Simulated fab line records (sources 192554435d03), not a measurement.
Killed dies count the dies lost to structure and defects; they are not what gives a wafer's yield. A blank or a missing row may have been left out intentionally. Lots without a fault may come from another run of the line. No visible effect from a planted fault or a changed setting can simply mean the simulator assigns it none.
fab line records | flow n5_finfet | part 1 of 2: steps 1 to 31 of 44
record: lots: 5 | wafers: 15 | last_day: 18
route steps=1938 shown WELL_APT@20 PMOS_HMC_CHANNEL_EPI@57
lots that met no fault: taken from a fault-free run of the same line
start_h: the number of hours between the record's first day and the start of the first shown wafer of the lot | wait_h: hours from the lot's prior step to this one | " as in the row above | L1.1+2: one row covering several wafers at once | - value missing, or start not given | * or withheld: withheld | < > ~ a bound
route shown NAME@n: NAME is a module with steps in the file, n the number in the route of the first one | usual: mean/standard deviation of fault-free wafers | same: alike in all rows | chamber/n: place in a boat | sites: the reading at each site | _std_site: the standard deviation of these | _edge_site: the outer-site mean with the inner-site mean subtracted | radius_mm: how far each site lies from the wafer's centre | mask NAME#n: copy n | behind: the tool/chamber that last shaped the wafer | hold: why the lot was held/for how many hours/how that ended | device: transistor that didn't switch, given as n, p or np | end of line: the same wafers' tests at the end of the route | a step without rows: its recipe alone | killed: not the wafer's yield, but the dies lost to structure and defects at the first sort | map: the dies of a wafer, with x for killed, . for not killed, _ for no die there
set.NAME: the run value of the setting; set.NAME@STEP: its run value at that earlier step | model.NAME: the simulator's own value behind a step, which no gauge read
a table for each step, a row for each wafer; lots at some steps of the route
services: when a tool's chamber went out of use (start_h, in hours from the record's first day, below 0 if earlier), for how many hours, and the reason
== steps ==
step: N5_WELL_APT_HMDS_01
recipe: time_s: 60 | temp_c: 120
lot.wafer  | tool           | chamber | start_h | wait_h
L080.3+4+5 | litho_track-03 | 0       | 49.41   | 0.0
L082.1+3+5 | litho_track-03 | 0       | 61.44   | 0.0
L085.1+2+4 | litho_track-03 | 0       | 79.30   | 0.0
L091.1+3+5 | litho_track-04 | 0       | 115.29  | 0.0
L097.2+3+6 | litho_track-05 | 0       | 151.28  | 0.0
step: N5_WELL_APT_COAT_02
recipe: spin_rpm: 1357 | resist_thk_nm: 950
lot.wafer  | tool           | chamber | start_h | wait_h
L080.3+4+5 | litho_track-03 | 0       | -       | -
L082.1+3+5 | litho_track-03 | 0       | -       | -
L085.1+2+4 | litho_track-03 | 0       | -       | -
L091.1+3+5 | litho_track-04 | 0       | -       | -
L097.2+3+6 | litho_track-05 | 0       | -       | -
step: N5_WELL_APT_EBR_04
recipe: solvent: PGMEA | ebr_width_mm: 1.5
lot.wafer  | tool           | chamber | start_h | wait_h
L080.3+4+5 | litho_track-03 | 0       | -       | -
L082.1+3+5 | litho_track-03 | 0       | -       | -
L085.1+2+4 | litho_track-03 | 0       | -       | -
L091.1+3+5 | litho_track-04 | 0       | -       | -
L097.2+3+6 | litho_track-05 | 0       | -       | -
step: N5_WELL_APT_SOFTBAKE_03
recipe: temp_c: 130 | time_s: 60
lot.wafer  | tool           | chamber | start_h | wait_h
L080.3+4+5 | litho_track-03 | 0       | -       | -
L082.1+3+5 | litho_track-03 | 0       | -       | -
L085.1+2+4 | litho_track-03 | 0       | -       | -
L091.1+3+5 | litho_track-04 | 0       | -       | -
L097.2+3+6 | litho_track-05 | 0       | -       | -
step: N5_WELL_APT_EXPOSE_05
recipe: mask_id: NWELL | na: 0.8 | source_shape: conventional | sigma_outer: 0.8 | polarization: unpolarized | defocus_nm: 0 | target_cd_nm: 200 | dose_mj: 20.3
usual: stage_vel_mm_s: 500.01/0.27
lot.wafer | tool           | chamber | start_h | wait_h | mask    | stage_vel_mm_s
L080.3    | krf_scanner-02 | 0       | 49.65   | -      | NWELL#0 | 499.94
L080.4    | "              | 0       | "       | "      | NWELL#0 | 499.56
L080.5    | "              | 0       | "       | "      | NWELL#0 | 499.72
L082.1    | krf_scanner-02 | 0       | 61.54   | -      | NWELL#0 | 500.31
L082.3    | "              | 0       | "       | "      | NWELL#0 | 500.11
L082.5    | "              | 0       | "       | "      | NWELL#0 | 500.33
L085.1    | krf_scanner-01 | 0       | 79.53   | -      | NWELL#0 | 499.68
L085.2    | "              | 0       | "       | "      | NWELL#0 | 499.55
L085.4    | "              | 0       | "       | "      | NWELL#0 | 499.63
L091.1    | krf_scanner-02 | 0       | 115.39  | -      | NWELL#0 | 500.44
L091.3    | "              | 0       | "       | "      | NWELL#0 | 500.38
L091.5    | "              | 0       | "       | "      | NWELL#0 | 500.05
L097.2    | krf_scanner-01 | 0       | 151.39  | -      | NWELL#0 | 500.13
L097.3    | "              | 0       | "       | "      | NWELL#0 | 499.87
L097.6    | "              | 0       | "       | "      | NWELL#0 | 500.25
step: N5_WELL_APT_PEB_06
recipe: peb_temp_c: 130 | peb_time_s: 90
lot.wafer  | tool           | chamber | start_h | wait_h
L080.3+4+5 | litho_track-04 | 0       | 49.69   | 0.0
L082.1+3+5 | litho_track-04 | 0       | 61.60   | 0.1
L085.1+2+4 | litho_track-03 | 0       | 79.58   | 0.1
L091.1+3+5 | litho_track-04 | 0       | 115.44  | 0.1
L097.2+3+6 | litho_track-03 | 0       | 151.44  | 0.0
step: N5_WELL_APT_DEVELOP_07
recipe: develop_time_s: 45 | rinse_liquid: surfactant_rinse | dry: air_spin | dev_temp_c: 21
lot.wafer  | tool           | chamber | start_h | wait_h
L080.3+4+5 | litho_track-04 | 0       | -       | -
L082.1+3+5 | litho_track-04 | 0       | -       | -
L085.1+2+4 | litho_track-03 | 0       | -       | -
L091.1+3+5 | litho_track-04 | 0       | -       | -
L097.2+3+6 | litho_track-03 | 0       | -       | -
step: N5_WELL_APT_HARDBAKE_12
recipe: temp_c: 130 | time_s: 120
lot.wafer  | tool           | chamber | start_h | wait_h
L080.3+4+5 | litho_track-04 | 0       | -       | -
L082.1+3+5 | litho_track-04 | 0       | -       | -
L085.1+2+4 | litho_track-03 | 0       | -       | -
L091.1+3+5 | litho_track-04 | 0       | -       | -
L097.2+3+6 | litho_track-03 | 0       | -       | -
step: N5_WELL_APT_CD_MEAS_08
recipe: target_cd_nm: 200 | landing_energy_ev: 500 | detector: se_inlens
usual: cd_nm: 200.4/2
lot.wafer | tool      | chamber | start_h | wait_h | cd_nm
L080.3    | cd_sem-01 | 0       | 49.81   | -      | 201.4
L080.4    | "         | 0       | "       | "      | 200.1
L080.5    | "         | 0       | "       | "      | 203.7
L082.1    | cd_sem-01 | 0       | 61.72   | -      | 199.2
L082.3    | "         | 0       | "       | "      | 200.8
L082.5    | "         | 0       | "       | "      | 200.9
L085.1    | cd_sem-02 | 0       | 79.70   | -      | 200.0
L085.2    | "         | 0       | "       | "      | 199.6
L085.4    | "         | 0       | "       | "      | 202.9
L091.1    | cd_sem-01 | 0       | 115.56  | -      | 199.2
L091.3    | "         | 0       | "       | "      | 198.0
L091.5    | "         | 0       | "       | "      | 199.3
L097.2    | cd_sem-02 | 0       | 151.56  | -      | 201.0
L097.3    | "         | 0       | "       | "      | 202.6
L097.6    | "         | 0       | "       | "      | 199.2
step: N5_WELL_APT_OVL_MEAS_09
recipe: points_per_wafer: 44
usual: NWELL_OVL: 2/5
lot.wafer | tool       | chamber | start_h | wait_h | NWELL_OVL[nm]
L080.3    | overlay-02 | 0       | 49.84   | 0.0    | -10
L080.4    | "          | 0       | "       | "      | -6
L080.5    | "          | 0       | "       | "      | -2
L082.1    | overlay-02 | 0       | 61.76   | 0.0    | 6
L082.3    | "          | 0       | "       | "      | 9
L082.5    | "          | 0       | "       | "      | 9
L085.1    | overlay-01 | 0       | 79.73   | 0.0    | -2
L085.2    | "          | 0       | "       | "      | 1
L085.4    | "          | 0       | "       | "      | -8
L091.1    | overlay-01 | 0       | 115.59  | 0.0    | 2
L091.3    | "          | 0       | "       | "      | -7
L091.5    | "          | 0       | "       | "      | -4
L097.2    | overlay-02 | 0       | 151.59  | 0.0    | 4
L097.3    | "          | 0       | "       | "      | 0
L097.6    | "          | 0       | "       | "      | 4
step: N5_WELL_APT_INSPECT_10
recipe: mode: adi | inspect_instrument: macro
usual: raw_defect_count: 2.1/1.4
lot.wafer | tool              | chamber | start_h | wait_h | raw_defect_count
L080.3    | defect_inspect-01 | -       | 49.86   | 0.0    | 2
L080.4    | "                 | -       | "       | "      | 2
L080.5    | "                 | -       | "       | "      | 3
L082.1    | defect_inspect-01 | -       | 61.78   | 0.0    | 1
L082.3    | "                 | -       | "       | "      | 2
L082.5    | "                 | -       | "       | "      | 3
L085.1    | defect_inspect-02 | -       | 79.75   | 0.0    | 3
L085.2    | "                 | -       | "       | "      | 4
L085.4    | "                 | -       | "       | "      | 2
L091.1    | defect_inspect-01 | -       | 115.61  | 0.0    | 1
L091.3    | "                 | -       | "       | "      | 3
L091.5    | "                 | -       | "       | "      | 2
L097.2    | defect_inspect-01 | -       | 151.61  | 0.0    | 3
L097.3    | "                 | -       | "       | "      | 2
L097.6    | "                 | -       | "       | "      | 3
step: N5_WELL_APT_DESCUM_13
recipe: chemistry: O2 | time_s: 7.9 | source_power_w: 50 | bias_power_w: 20 | pressure_mtorr: 20 | rf_frequency_hz: 2.712e+07 | temp_c: 40 | o2_flow_sccm: 225
usual: drypump_motor_current_A: 5.68/0.29 | oes_product_au: 0.78/0.084 | rf_vpp_V: 243.3/1.4 | showerhead_plenum_p_Torr: 2.09/0.08 | throttle_valve_pct: 20.48/0.24
lot.wafer | tool        | chamber | start_h | wait_h | drypump_motor_current_A | oes_product_au | rf_hours_counter_h | rf_vpp_V | showerhead_plenum_p_Torr | throttle_valve_pct
L080.3    | rie_diel-01 | 3       | 49.90   | 0.0    | 5.14                    | 0.67           | 216                | 240.8    | 1.98                     | 20.56
L080.4    | "           | 0       | "       | "      | 6.21                    | 0.83           | 73                 | 243.6    | 2.10                     | 20.31
L080.5    | "           | 0       | "       | "      | 6.21                    | 0.84           | -                  | 244.0    | 2.10                     | 20.32
L082.1    | rie_diel-03 | 1       | 62.01   | 0.2    | 5.38                    | 0.75           | 172                | 241.1    | 1.99                     | 20.51
L082.3    | "           | 0       | "       | "      | 5.54                    | 0.74           | 152                | 246.0    | 2.18                     | 20.78
L082.5    | "           | 0       | "       | "      | 5.55                    | 0.74           | -                  | 244.4    | 2.18                     | 20.78
L085.1    | rie_diel-01 | 3       | 79.83   | 0.1    | 5.15                    | 0.66           | 228                | 242.0    | 1.97                     | 20.55
L085.2    | "           | 2       | "       | "      | 6.18                    | 0.70           | 234                | 244.0    | 2.13                     | 20.47
L085.4    | "           | 0       | "       | "      | 6.22                    | 0.82           | 84                 | 244.7    | 2.10                     | 20.34
L091.1    | rie_diel-03 | 3       | 115.65  | 0.0    | 5.61                    | 0.88           | 39                 | 243.1    | 2.13                     | 20.26
L091.3    | "           | 0       | "       | "      | 5.54                    | 0.72           | 168                | 244.1    | 2.17                     | 20.79
L091.5    | "           | 1       | "       | "      | 5.35                    | 0.72           | -                  | 240.2    | 1.98                     | 20.53
L097.2    | rie_diel-01 | 1       | 152.59  | 1.0    | 5.93                    | 0.81           | 95                 | 244.7    | 2.23                     | 20.42
L097.3    | "           | 3       | "       | "      | 5.13                    | 0.65           | 254                | 241.0    | 1.96                     | 20.60
L097.6    | "           | 3       | "       | "      | 5.12                    | 0.64           | -                  | 242.6    | 1.97                     | 20.60
step: N5_WELL_APT_IMPLANT_14
recipe: species: P | energy_kev: 160 | dose_cm2: 1.5e+13 | tilt_deg: 0 | rotation_deg: 0
usual: rotation_deg: 0.000/0.024
lot.wafer | tool         | chamber | start_h | wait_h | rotation_deg
L080.3    | implanter-01 | 0       | 50.06   | 0.1    | -0.019
L080.4    | "            | 0       | "       | "      | 0.031
L080.5    | "            | 0       | "       | "      | 0.038
L082.1    | implanter-01 | 0       | 62.11   | 0.1    | 0.000
L082.3    | "            | 0       | "       | "      | -0.006
L082.5    | "            | 0       | "       | "      | -0.010
L085.1    | implanter-01 | 0       | 79.93   | 0.1    | -0.004
L085.2    | "            | 0       | "       | "      | 0.051
L085.4    | "            | 0       | "       | "      | 0.010
L091.1    | implanter-02 | 0       | 115.75  | 0.1    | 0.025
L091.3    | "            | 0       | "       | "      | 0.061
L091.5    | "            | 0       | "       | "      | 0.005
L097.2    | implanter-01 | 0       | 152.72  | 0.1    | 0.004
L097.3    | "            | 0       | "       | "      | 0.010
L097.6    | "            | 0       | "       | "      | 0.008
step: N5_WELL_APT_IMPLANT_15
recipe: species: As | energy_kev: 25 | dose_cm2: 1.5e+13 | tilt_deg: 0 | rotation_deg: 0
usual: rotation_deg: 0.000/0.02
lot.wafer | tool         | chamber | start_h | wait_h | rotation_deg
L080.3    | implanter-01 | 0       | 50.24   | 0.1    | -0.031
L080.4    | "            | 0       | "       | "      | 0.008
L080.5    | "            | 0       | "       | "      | -0.018
L082.1    | implanter-01 | 0       | 62.29   | 0.1    | -0.004
L082.3    | "            | 0       | "       | "      | 0.015
L082.5    | "            | 0       | "       | "      | 0.005
L085.1    | implanter-01 | 0       | 80.11   | 0.1    | -0.008
L085.2    | "            | 0       | "       | "      | 0.013
L085.4    | "            | 0       | "       | "      | 0.026
L091.1    | implanter-02 | 0       | 115.93  | 0.1    | 0.033
L091.3    | "            | 0       | "       | "      | 0.018
L091.5    | "            | 0       | "       | "      | 0.011
L097.2    | implanter-01 | 0       | 152.90  | 0.1    | -0.013
L097.3    | "            | 0       | "       | "      | -0.005
L097.6    | "            | 0       | "       | "      | 0.008
step: N5_WELL_APT_STRIP_16
recipe: chemistry: SPM | time_s: 900 | temp_c: 130 | h2so4_h2o2_vol_ratio: 4 | dry: ipa_marangoni
usual: bath_guard_temp_C: 129.9/0.48
lot.wafer | tool         | chamber | start_h | wait_h | bath_guard_temp_C
L080.3    | wet_bench-01 | 3       | 50.38   | 0.1    | 129.9
L080.4    | "            | 2       | "       | "      | 129.8
L080.5    | "            | 0       | "       | "      | 129.9
L082.1    | wet_bench-03 | 0       | 62.51   | 0.2    | 129.1
L082.3    | "            | 2       | "       | "      | 130.1
L082.5    | "            | 5       | "       | "      | 130.5
L085.1    | wet_bench-03 | 5       | 80.32   | 0.2    | 130.8
L085.2    | "            | 6       | "       | "      | 129.9
L085.4    | "            | 4       | "       | "      | 129.8
L091.1    | wet_bench-03 | 5       | 116.15  | 0.2    | 130.4
L091.3    | "            | 7       | "       | "      | 129.7
L091.5    | "            | 4       | "       | "      | 129.7
L097.2    | wet_bench-05 | 7       | 153.11  | 0.2    | 130.4
L097.3    | "            | 3       | "       | "      | 129.5
L097.6    | "            | 4       | "       | "      | 129.6
step: N5_WELL_APT_HMDS_18
recipe: time_s: 60 | temp_c: 120
lot.wafer  | tool           | chamber | start_h | wait_h
L080.3+4+5 | litho_track-04 | 0       | 50.66   | 0.0
L082.1+3+5 | litho_track-04 | 0       | 62.79   | 0.0
L085.1+2+4 | litho_track-03 | 0       | 80.60   | 0.0
L091.1+3+5 | litho_track-05 | 0       | 116.43  | 0.0
L097.2+3+6 | litho_track-03 | 0       | 153.38  | 0.0
step: N5_WELL_APT_COAT_19
recipe: spin_rpm: 1357 | resist_thk_nm: 950
lot.wafer  | tool           | chamber | start_h | wait_h
L080.3+4+5 | litho_track-04 | 0       | -       | -
L082.1+3+5 | litho_track-04 | 0       | -       | -
L085.1+2+4 | litho_track-03 | 0       | -       | -
L091.1+3+5 | litho_track-05 | 0       | -       | -
L097.2+3+6 | litho_track-03 | 0       | -       | -
step: N5_WELL_APT_EBR_21
recipe: solvent: PGMEA | ebr_width_mm: 1.5
lot.wafer  | tool           | chamber | start_h | wait_h
L080.3+4+5 | litho_track-04 | 0       | -       | -
L082.1+3+5 | litho_track-04 | 0       | -       | -
L085.1+2+4 | litho_track-03 | 0       | -       | -
L091.1+3+5 | litho_track-05 | 0       | -       | -
L097.2+3+6 | litho_track-03 | 0       | -       | -
step: N5_WELL_APT_SOFTBAKE_20
recipe: temp_c: 130 | time_s: 60
lot.wafer  | tool           | chamber | start_h | wait_h
L080.3+4+5 | litho_track-04 | 0       | -       | -
L082.1+3+5 | litho_track-04 | 0       | -       | -
L085.1+2+4 | litho_track-03 | 0       | -       | -
L091.1+3+5 | litho_track-05 | 0       | -       | -
L097.2+3+6 | litho_track-03 | 0       | -       | -
step: N5_WELL_APT_EXPOSE_22
recipe: mask_id: PWELL | na: 0.8 | source_shape: conventional | sigma_outer: 0.8 | polarization: unpolarized | defocus_nm: 0 | target_cd_nm: 200 | dose_mj: 23.2
usual: stage_vel_mm_s: 499.94/0.24
lot.wafer | tool           | chamber | start_h | wait_h | mask    | stage_vel_mm_s
L080.3    | krf_scanner-02 | 0       | 50.90   | -      | PWELL#0 | 499.78
L080.4    | "              | 0       | "       | "      | PWELL#0 | 500.02
L080.5    | "              | 0       | "       | "      | PWELL#0 | 499.83
L082.1    | krf_scanner-02 | 0       | 63.01   | -      | PWELL#0 | 499.73
L082.3    | "              | 0       | "       | "      | PWELL#0 | 500.26
L082.5    | "              | 0       | "       | "      | PWELL#0 | 500.00
L085.1    | krf_scanner-02 | 0       | 80.82   | -      | PWELL#0 | 499.90
L085.2    | "              | 0       | "       | "      | PWELL#0 | 499.47
L085.4    | "              | 0       | "       | "      | PWELL#0 | 499.96
L091.1    | krf_scanner-01 | 0       | 116.65  | -      | PWELL#0 | 499.88
L091.3    | "              | 0       | "       | "      | PWELL#0 | 499.91
L091.5    | "              | 0       | "       | "      | PWELL#0 | 499.96
L097.2    | krf_scanner-02 | 0       | 153.61  | -      | PWELL#0 | 499.75
L097.3    | "              | 0       | "       | "      | PWELL#0 | 500.40
L097.6    | "              | 0       | "       | "      | PWELL#0 | 499.79
step: N5_WELL_APT_PEB_23
recipe: peb_temp_c: 130 | peb_time_s: 90
lot.wafer  | tool           | chamber | start_h | wait_h
L080.3+4+5 | litho_track-04 | 0       | 50.94   | 0.0
L082.1+3+5 | litho_track-04 | 0       | 63.07   | 0.1
L085.1+2+4 | litho_track-03 | 0       | 80.88   | 0.1
L091.1+3+5 | litho_track-04 | 0       | 116.71  | 0.1
L097.2+3+6 | litho_track-04 | 0       | 153.66  | 0.0
step: N5_WELL_APT_DEVELOP_24
recipe: develop_time_s: 45 | rinse_liquid: surfactant_rinse | dry: air_spin | dev_temp_c: 21
lot.wafer  | tool           | chamber | start_h | wait_h
L080.3+4+5 | litho_track-04 | 0       | -       | -
L082.1+3+5 | litho_track-04 | 0       | -       | -
L085.1+2+4 | litho_track-03 | 0       | -       | -
L091.1+3+5 | litho_track-04 | 0       | -       | -
L097.2+3+6 | litho_track-04 | 0       | -       | -
step: N5_WELL_APT_HARDBAKE_29
recipe: temp_c: 130 | time_s: 120
lot.wafer  | tool           | chamber | start_h | wait_h
L080.3+4+5 | litho_track-04 | 0       | -       | -
L082.1+3+5 | litho_track-04 | 0       | -       | -
L085.1+2+4 | litho_track-03 | 0       | -       | -
L091.1+3+5 | litho_track-04 | 0       | -       | -
L097.2+3+6 | litho_track-04 | 0       | -       | -
step: N5_WELL_APT_CD_MEAS_25
recipe: target_cd_nm: 200 | landing_energy_ev: 500 | detector: se_inlens
usual: cd_nm: 199.1/2.4
lot.wafer | tool      | chamber | start_h | wait_h | cd_nm
L080.3    | cd_sem-03 | 0       | 51.06   | -      | 201.9
L080.4    | "         | 0       | "       | "      | 196.6
L080.5    | "         | 0       | "       | "      | 202.5
L082.1    | cd_sem-01 | 0       | 63.18   | -      | 199.6
L082.3    | "         | 0       | "       | "      | 198.5
L082.5    | "         | 0       | "       | "      | 201.9
L085.1    | cd_sem-02 | 0       | 80.99   | -      | 199.5
L085.2    | "         | 0       | "       | "      | 200.7
L085.4    | "         | 0       | "       | "      | 202.5
L091.1    | cd_sem-01 | 0       | 116.82  | -      | 201.1
L091.3    | "         | 0       | "       | "      | 198.6
L091.5    | "         | 0       | "       | "      | 197.0
L097.2    | cd_sem-01 | 0       | 153.78  | -      | 199.6
L097.3    | "         | 0       | "       | "      | 198.3
L097.6    | "         | 0       | "       | "      | 202.5
step: N5_WELL_APT_OVL_MEAS_26
recipe: points_per_wafer: 44
usual: PWELL_OVL: 2/5.5
lot.wafer | tool       | chamber | start_h | wait_h | PWELL_OVL[nm]
L080.3    | overlay-01 | 0       | 51.09   | 0.0    | 4
L080.4    | "          | 0       | "       | "      | 4
L080.5    | "          | 0       | "       | "      | -1
L082.1    | overlay-02 | 0       | 63.21   | 0.0    | 8
L082.3    | "          | 0       | "       | "      | 9
L082.5    | "          | 0       | "       | "      | 11
L085.1    | overlay-02 | 0       | 81.02   | 0.0    | 1
L085.2    | "          | 0       | "       | "      | -4
L085.4    | "          | 0       | "       | "      | 8
L091.1    | overlay-01 | 0       | 116.85  | 0.0    | 1
L091.3    | "          | 0       | "       | "      | 2
L091.5    | "          | 0       | "       | "      | 7
L097.2    | overlay-01 | 0       | 153.81  | 0.0    | 10
L097.3    | "          | 0       | "       | "      | 3
L097.6    | "          | 0       | "       | "      | 8
step: N5_WELL_APT_INSPECT_27
recipe: mode: adi | inspect_instrument: macro
usual: raw_defect_count: 1.9/1.3
lot.wafer | tool              | chamber | start_h | wait_h | raw_defect_count
L080.3    | defect_inspect-01 | -       | 51.11   | 0.0    | 5
L080.4    | "                 | -       | "       | "      | 1
L080.5    | "                 | -       | "       | "      | 2
L082.1    | defect_inspect-01 | -       | 63.24   | 0.0    | 1
L082.3    | "                 | -       | "       | "      | 1
L082.5    | "                 | -       | "       | "      | 1
L085.1    | defect_inspect-02 | -       | 81.05   | 0.0    | 1
L085.2    | "                 | -       | "       | "      | 1
L085.4    | "                 | -       | "       | "      | 1
L091.1    | defect_inspect-01 | -       | 116.88  | 0.0    | 1
L091.3    | "                 | -       | "       | "      | 2
L091.5    | "                 | -       | "       | "      | 3
L097.2    | defect_inspect-02 | -       | 153.83  | 0.0    | 3
L097.3    | "                 | -       | "       | "      | 0
L097.6    | "                 | -       | "       | "      | 1
step: N5_WELL_APT_DESCUM_30
recipe: chemistry: O2 | time_s: 7.9 | source_power_w: 50 | bias_power_w: 20 | pressure_mtorr: 20 | rf_frequency_hz: 2.712e+07 | temp_c: 40 | o2_flow_sccm: 225
usual: drypump_motor_current_A: 5.72/0.29 | oes_product_au: 0.79/0.1 | rf_vpp_V: 243.2/1.3 | showerhead_plenum_p_Torr: 2.09/0.074 | throttle_valve_pct: 20.48/0.27
lot.wafer | tool        | chamber | start_h | wait_h | drypump_motor_current_A | oes_product_au | rf_hours_counter_h | rf_vpp_V | showerhead_plenum_p_Torr | throttle_valve_pct
L080.3    | rie_diel-05 | 1       | 51.14   | 0.0    | 5.83                    | 0.97           | 8                  | 243.5    | 2.16                     | 20.21
L080.4    | "           | 2       | "       | "      | 5.86                    | 0.68           | 238                | 242.3    | 2.05                     | 20.97
L080.5    | "           | 2       | "       | "      | 5.85                    | 0.68           | -                  | 242.5    | 2.05                     | 20.97
L082.1    | rie_diel-01 | 2       | 63.27   | 0.0    | 6.18                    | 0.72           | 227                | 244.2    | 2.13                     | 20.46
L082.3    | "           | 3       | "       | "      | 5.10                    | 0.67           | 220                | 239.6    | 1.98                     | 20.56
L082.5    | "           | 1       | "       | "      | 5.92                    | 0.86           | -                  | 244.2    | 2.24                     | 20.38
L085.1    | rie_diel-05 | 2       | 81.08   | 0.0    | 5.86                    | 0.67           | 248                | 242.5    | 2.05                     | 20.96
L085.2    | "           | 1       | "       | "      | 5.85                    | 0.95           | 19                 | 242.6    | 2.16                     | 20.23
L085.4    | "           | 0       | "       | "      | 5.77                    | 0.77           | 156                | 244.1    | 2.07                     | 20.18
L091.1    | rie_diel-05 | 2       | 116.91  | 0.0    | 5.83                    | 0.98           | 5                  | 242.0    | 2.04                     | 20.62
L091.3    | "           | 0       | "       | "      | 5.78                    | 0.76           | 168                | 243.1    | 2.06                     | 20.19
L091.5    | "           | 1       | "       | "      | 5.82                    | 0.91           | -                  | 243.3    | 2.16                     | 20.22
L097.2    | rie_diel-03 | 1       | 155.44  | 1.6    | 5.39                    | 0.73           | 205                | 240.9    | 1.98                     | 20.55
L097.3    | "           | 3       | "       | "      | 5.62                    | 0.85           | 53                 | 243.6    | 2.12                     | 20.29
L097.6    | "           | 0       | "       | "      | 5.56                    | 0.72           | -                  | 244.2    | 2.17                     | 20.83
step: N5_WELL_APT_IMPLANT_31
recipe: species: B | energy_kev: 60 | dose_cm2: 1.5e+13 | tilt_deg: 0 | rotation_deg: 0
usual: rotation_deg: 0.003/0.019
lot.wafer | tool         | chamber | start_h | wait_h | rotation_deg
L080.3    | implanter-01 | 0       | 51.30   | 0.1    | -0.010
L080.4    | "            | 0       | "       | "      | -0.013
L080.5    | "            | 0       | "       | "      | -0.028
L082.1    | implanter-01 | 0       | 63.52   | 0.2    | 0.013
L082.3    | "            | 0       | "       | "      | -0.029
L082.5    | "            | 0       | "       | "      | 0.007
L085.1    | implanter-02 | 0       | 81.18   | 0.1    | 0.057
L085.2    | "            | 0       | "       | "      | 0.021
L085.4    | "            | 0       | "       | "      | 0.039
L091.1    | implanter-01 | 0       | 117.01  | 0.1    | -0.011
L091.3    | "            | 0       | "       | "      | -0.005
L091.5    | "            | 0       | "       | "      | 0.009
L097.2    | implanter-02 | 0       | 155.57  | 0.1    | 0.004
L097.3    | "            | 0       | "       | "      | -0.006
L097.6    | "            | 0       | "       | "      | -0.014
step: N5_WELL_APT_IMPLANT_32
recipe: species: BF2 | energy_kev: 50 | dose_cm2: 2e+13 | tilt_deg: 0 | rotation_deg: 0
usual: rotation_deg: 0.005/0.022
lot.wafer | tool         | chamber | start_h | wait_h | rotation_deg
L080.3    | implanter-01 | 0       | 51.48   | 0.1    | 0.037
L080.4    | "            | 0       | "       | "      | -0.022
L080.5    | "            | 0       | "       | "      | 0.016
L082.1    | implanter-01 | 0       | 63.70   | 0.1    | -0.017
L082.3    | "            | 0       | "       | "      | 0.004
L082.5    | "            | 0       | "       | "      | -0.014
L085.1    | implanter-02 | 0       | 81.36   | 0.1    | 0.004
L085.2    | "            | 0       | "       | "      | 0.013
L085.4    | "            | 0       | "       | "      | 0.026
L091.1    | implanter-01 | 0       | 117.19  | 0.1    | -0.003
L091.3    | "            | 0       | "       | "      | 0.015
L091.5    | "            | 0       | "       | "      | -0.030
L097.2    | implanter-02 | 0       | 155.75  | 0.1    | 0.039
L097.3    | "            | 0       | "       | "      | 0.023
L097.6    | "            | 0       | "       | "      | 0.048
step: N5_WELL_APT_STRIP_33
recipe: chemistry: SPM | time_s: 900 | temp_c: 130 | h2so4_h2o2_vol_ratio: 4 | dry: ipa_marangoni
usual: bath_guard_temp_C: 129.9/0.46
lot.wafer | tool         | chamber | start_h | wait_h | bath_guard_temp_C
L080.3    | wet_bench-01 | 2       | 51.63   | 0.1    | 130.0
L080.4    | "            | 1       | "       | "      | 130.3
L080.5    | "            | 0       | "       | "      | 130.1
L082.1    | wet_bench-01 | 5       | 63.91   | 0.2    | 130.7
L082.3    | "            | 7       | "       | "      | 130.3
L082.5    | "            | 0       | "       | "      | 129.8
L085.1    | wet_bench-01 | 1       | 81.58   | 0.2    | 130.8
L085.2    | "            | 2       | "       | "      | 130.0
L085.4    | "            | 4       | "       | "      | 129.5
L091.1    | wet_bench-03 | 1       | 117.40  | 0.2    | 130.0
L091.3    | "            | 0       | "       | "      | 129.3
L091.5    | "            | 3       | "       | "      | 130.4
L097.2    | wet_bench-05 | 5       | 155.93  | 0.1    | 130.1
L097.3    | "            | 0       | "       | "      | 130.4
L097.6    | "            | 6       | "       | "      | 129.7
step: N5_WELL_APT_RTA_34
recipe: temp_c: 1000 | time_s: 10 | ambient: N2 | idle_temp_c: 600 | ramp_up_c_per_s: 150 | ramp_down_c_per_s: 60 | cool_to_c: 600
usual: lamp_power_pct: 13.00/0.053 | wafer_temp_C_max: 1003.6/1.2
lot.wafer | tool          | chamber | start_h | wait_h | lamp_power_pct | wafer_temp_C_max
L080.3    | rtp_anneal-01 | 0       | 51.95   | 0.1    | 13.00          | 1005.0
L080.4    | "             | 0       | "       | "      | 13.00          | 1003.8
L080.5    | "             | 0       | "       | "      | 12.93          | 1002.2
L082.1    | rtp_anneal-01 | 0       | 64.18   | 0.0    | 12.94          | 1002.1
L082.3    | "             | 0       | "       | "      | 12.98          | 1003.1
L082.5    | "             | 0       | "       | "      | 13.14          | 1003.2
L085.1    | rtp_anneal-02 | 0       | 82.17   | 0.3    | 12.97          | 1002.3
L085.2    | "             | 0       | "       | "      | 12.95          | 1002.2
L085.4    | "             | 0       | "       | "      | 13.03          | 1003.3
L091.1    | rtp_anneal-01 | 0       | 117.81  | 0.2    | 13.02          | 1004.6
L091.3    | "             | 0       | "       | "      | 12.92          | 1003.2
L091.5    | "             | 0       | "       | "      | 13.03          | 1002.4
L097.2    | rtp_anneal-01 | 0       | 156.44  | 0.3    | 13.03          | 1002.1
L097.3    | "             | 0       | "       | "      | 13.06          | 1004.6
L097.6    | "             | 0       | "       | "      | 13.14          | 1002.5
